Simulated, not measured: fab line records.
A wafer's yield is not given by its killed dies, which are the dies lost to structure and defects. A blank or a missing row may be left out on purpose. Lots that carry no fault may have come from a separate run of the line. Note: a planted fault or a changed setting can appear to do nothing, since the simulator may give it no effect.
Which tool is to blame?	flow nand-harc	Sampling: 14 lots, 42 wafers, 5 of 1302 route steps

## WHAT THE GAUGES SHOWED, per wafer
NHARC_END_SORT_01.
lot	measured	on	defect-limited-yield (%)	killed-at-array	killed-at-other	killed-at-periphery	killed-dies	killed-open	killed-short
L607	day 25 01:10	prober-01	94.1 95.1 94.1	37 30 36	1 0 2	2 3 2	40 33 40	4 1 0	1 2 5
L610	day 26 14:37	prober-01	89.8 89.8 89.5	64 65 66	1 0 0	4 4 5	69 69 71	2 6 1	1 3 2
L611	day 26 08:29	prober-02	90.3 89.5 90.1	59 67 64	1 0 2	6 4 1	66 71 67	3 4 3	1 1 1
L614	day 27 14:05	prober-02	91.9 91.3 92.8	52 57 46	1 0 0	2 2 3	55 59 49	6 4 4	1 0 1
L617	day 30 06:07	prober-01	89.7 87.4 90.4	69 82 64	0 0 0	1 3 1	70 85 65	4 3 8	4 3 0
L623	day 30 23:37	prober-01	91.7 88.0 92.2	53 77 51	0 0 0	3 4 2	56 81 53	2 7 3	0 5 1
L625	day 31 23:53	prober-01	91.3 91.7 90.3	53 51 58	0 0 0	6 5 8	59 56 66	4 3 4	4 2 4
L628	day 34 11:12	prober-02	88.8 89.2 87.0	68 62 81	0 0 0	8 11 7	76 73 88	1 8 0	4 1 3

## EACH LOT AND THE TOOL THAT RAN IT (in order: tool; ch and the chambers of the sampled wafers; start)
lot	NHARC_P_M2_PRE_CLEAN_32	NHARC_P_M2_DEP_33	NHARC_P_BONDPAD_CMP_32	NHARC_P_BONDPAD_STRIP_16
L607	pecvd-03 ch 0,2, day 6 17:37	pecvd-03 ch 0,2, day 6 17:44	cmp-03 ch 0,1,2, day 6 19:28	wet-bench-10 ch 1,2,7, day 7 01:03
L608	pecvd-03 ch 0,1,2, day 6 23:03	pecvd-03 ch 0,1,2, day 6 23:13	cmp-03 ch 1,2,3, day 6 23:58	wet-bench-10 ch 3,5,7, day 7 01:37
L610	pecvd-03 ch 1,2, day 7 23:05	pecvd-03 ch 1,2, day 7 23:10	cmp-01 ch 1,2, day 8 00:01	wet-bench-10 ch 1,5,7, day 8 01:35
L612	pecvd-01 ch 0,1,2, day 8 10:36	pecvd-01 ch 0,1,2, day 8 10:44	cmp-04 ch 2,3, day 8 11:27	wet-bench-10 ch 1,3,6, day 8 13:07
L611	pecvd-03 ch 0,2, day 8 11:02	pecvd-03 ch 0,2, day 8 11:11	cmp-03 ch 0,1,3, day 8 12:08	wet-bench-08 ch 0,1,5, day 8 13:53
L613	pecvd-01 ch 0,1,2, day 9 09:09	pecvd-01 ch 0,1,2, day 9 09:19	cmp-01 ch 0,1, day 9 10:02	wet-bench-08 ch 1,2,5, day 9 11:42
L614	pecvd-01 ch 1,2, day 9 16:10	pecvd-01 ch 1,2, day 9 16:16	cmp-03 ch 0,1,2, day 9 17:02	wet-bench-10 ch 0,2,3, day 9 18:45
L617	pecvd-01 ch 0,1, day 10 16:28	pecvd-01 ch 0,1, day 10 16:36	cmp-03 ch 0,1,3, day 10 17:19	wet-bench-08 ch 0,1,5, day 10 18:53
L621	pecvd-03 ch 0,2, day 12 10:58	pecvd-03 ch 0,2, day 12 11:04	cmp-04 ch 0,1,2, day 12 12:04	wet-bench-08 ch 0,1,7, day 12 13:43
L622	pecvd-01 ch 0,2, day 12 13:17	pecvd-01 ch 0,2, day 12 13:22	cmp-03 ch 1,2,3, day 12 14:11	wet-bench-08 ch 4,5,7, day 12 15:53
L623	pecvd-01 ch 0,1,2, day 13 03:08	pecvd-01 ch 0,1,2, day 13 03:13	cmp-04 ch 1,2,3, day 13 04:07	wet-bench-08 ch 0,6,7, day 13 05:44
L624	pecvd-02 ch 0,1, day 13 15:41	pecvd-02 ch 0,1, day 13 15:46	cmp-03 ch 0,2,3, day 13 16:35	wet-bench-10 ch 1,6,7, day 13 18:19
L625	pecvd-02 ch 0,1,2, day 14 07:02	pecvd-02 ch 0,1,2, day 14 07:07	cmp-01 ch 0,2,3, day 14 07:57	wet-bench-10 ch 0,1,3, day 14 09:40
L628	pecvd-01 ch 0,1,2, day 15 11:20	pecvd-01 ch 0,1,2, day 15 11:25	cmp-03 ch 0,1,3, day 15 12:13	wet-bench-08 ch 3,4,6, day 15 13:55
- NHARC_P_M2_PRE_CLEAN_32: time 12 s.
- NHARC_P_M2_DEP_33: deposits SiCN, target thk 30 nm.
- NHARC_P_BONDPAD_CMP_32: polishes SiCN, target thk 200 nm.
- NHARC_P_BONDPAD_STRIP_16: strips in post etch residue remover, time 600 s.

## WHAT THE TOOLS THEMSELVES READ (means of the sampled wafers that have a number; where no wafer has one, the mark that the record gives instead)
NHARC_P_M2_PRE_CLEAN_32.
lot	tool	heater-power-w (W)
L607	pecvd-03	528
L608	pecvd-03	596
L610	pecvd-03	581
L612	pecvd-01	571
L611	pecvd-03	576
L613	pecvd-01	596
L614	pecvd-01	542
L617	pecvd-01	649
L621	pecvd-03	600
L622	pecvd-01	661
L623	pecvd-01	602
L624	pecvd-02	611
L625	pecvd-02	635
L628	pecvd-01	595

NHARC_P_M2_DEP_33.
lot	tool	heater-power-w (W)
L607	pecvd-03	528
L608	pecvd-03	485
L610	pecvd-03	504
L612	pecvd-01	569
L611	pecvd-03	566
L613	pecvd-01	506
L614	pecvd-01	459
L617	pecvd-01	628
L621	pecvd-03	493
L622	pecvd-01	562
L623	pecvd-01	564
L624	pecvd-02	597
L625	pecvd-02	549
L628	pecvd-01	526

NHARC_P_BONDPAD_CMP_32.
lot	tool	motor-current-A (A)
L607	cmp-03	12.3
L608	cmp-03	13.5
L610	cmp-01	12.0
L612	cmp-04	12.1
L611	cmp-03	13.0
L613	cmp-01	12.5
L614	cmp-03	12.5
L617	cmp-03	13.1
L621	cmp-04	12.6
L622	cmp-03	13.4
L623	cmp-04	12.3
L624	cmp-03	12.9
L625	cmp-01	11.8
L628	cmp-03	12.9

NHARC_P_BONDPAD_STRIP_16.
lot	tool	bath-heat-duty-pct (%)	run-length-s (s)
L607	wet-bench-10	14.4	603.7
L608	wet-bench-10	14.0	603.9
L610	wet-bench-10	13.7	603.9
L612	wet-bench-10	14.8	603.9
L611	wet-bench-08	11.6	603.4
L613	wet-bench-08	14.3	604.3
L614	wet-bench-10	13.9	603.0
L617	wet-bench-08	12.5	602.9
L621	wet-bench-08	-	-
L622	wet-bench-08	-	-
L623	wet-bench-08	-	-
L624	wet-bench-10	13.7	603.7
L625	wet-bench-10	14.1	604.2
L628	wet-bench-08	13.3	603.1

## THE ANSWER, worked out from the rows above alone
Rule: usual is defined by the lots themselves. The widest of any qualifying gaps counts: lots, ordered by their means at a reading, are off when they make up no more than a third of the lots, leave a main group of 4 or more, and stand apart from it by 3 or more times the standard deviation of that group's means. The tables above print the reading to a certain number of digits; a main group whose means all agree to those digits is not used. Also off: a lot with no number at a reading for which 4 or more lots have one. Where the step has rows for the other lots, those lots are counted as sound. First the gauges in route order, then the tools' own readings, where a lot's mean is used as printed above. At the first step where some lot is off, the reading lying furthest off is the one used; lots without a number count as furthest.
Off: L621, L622, L623 (NHARC_P_BONDPAD_STRIP_16, bath-heat-duty-pct). Without a number there: L621, L622, L623. Mean 13.7 % and standard deviation 0.87 in the main group.
A tool fits if, at that step or a process step before it, it ran every lot that is off, and no sound lot after the first of them. Not one of the candidates tried fits.

## WHAT THE SIMULATOR HAD PUT IN
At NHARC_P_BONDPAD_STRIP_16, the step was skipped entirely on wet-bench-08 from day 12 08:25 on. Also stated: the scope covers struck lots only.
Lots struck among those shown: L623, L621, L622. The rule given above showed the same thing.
